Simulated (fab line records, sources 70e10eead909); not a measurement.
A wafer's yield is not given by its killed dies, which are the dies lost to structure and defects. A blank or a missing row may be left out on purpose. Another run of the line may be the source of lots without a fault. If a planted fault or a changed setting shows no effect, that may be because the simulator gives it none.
Matching of chambers -- flow nand-harc -- NHARC_A_BONDPAD_DESCUM_11 on rie-diel-05 has 4 sister chambers
The step chemistry O2, time 3 s. 14 wafers are shown with their chamber, then 7 later ones without.

## EACH WAFER AND ITS CHAMBER
wafer,chamber,drypump-motor-current-A (A),oes-product-au (a.u.),rf-vpp-V (V)
L921.1,3,5.8,0.989,57.5
L921.4,1,6.2,1.001,56.4
L921.5,2,5.3,0.997,58.7
L922.1,0,5.8,1.000,58.9
L922.3,3,5.8,0.990,57.7
L922.6,2,5.3,0.997,57.5
L929.2,1,6.1,1.014,58.6
L929.3,3,5.8,0.993,57.5
L929.5,2,5.3,1.002,58.4
L932.1,0,5.8,0.992,58.9
L932.3,2,5.3,1.008,58.6
L932.6,2,5.3,1.008,57.7
L931.1,1,6.1,1.015,59.7
L931.2,3,5.8,0.989,56.8

SIGNATURES (means of the wafers above)
reading,chamber 0,chamber 1,chamber 2,chamber 3,scatter within a chamber
drypump-motor-current-A,5.800,6.133,5.300,5.800,0.0258
oes-product-au,0.99600,1.01000,1.00240,0.99025,0.00535
rf-vpp-V,58.900,58.233,58.180,57.375,0.855
Rule: a wafer lies at a distance from a chamber equal to the root of the sum of squares, over the readings, of (its reading less the chamber's mean, divided by the reading's scatter). If the next closest chamber is less than 2 further off than the closest, the wafer can't be placed; otherwise it belongs to the closest. The scatter: the root of (the sum of the squares of (reading less its chamber's mean) over the shown wafers, divided by (wafers less chambers)).

## WAFERS WITHOUT THEIR CHAMBER
wafer,drypump-motor-current-A (A),oes-product-au (a.u.),rf-vpp-V (V)
L931.6,6.1,1.002,58.2
L943.1,6.2,0.999,60.0
L943.5,5.3,0.994,58.8
L943.6,6.2,0.991,58.1
L942.1,5.8,0.997,57.9
L942.2,5.9,0.988,58.5
L942.3,6.2,1.016,57.4

## WHICH CHAMBER EACH ONE RAN IN
wafer,from the rows above,in truth
L931.6,1,1
L943.1,1,1
L943.5,2,2
L943.6,1,1
L942.1,can't be placed: 0 or 3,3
L942.2,can't be placed: 3 or 0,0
L942.3,1,1
Correct placement for 5 of the 7. Can't be placed from these rows: 2 (the true chamber is among the candidates in 2). 0 placed wrongly.
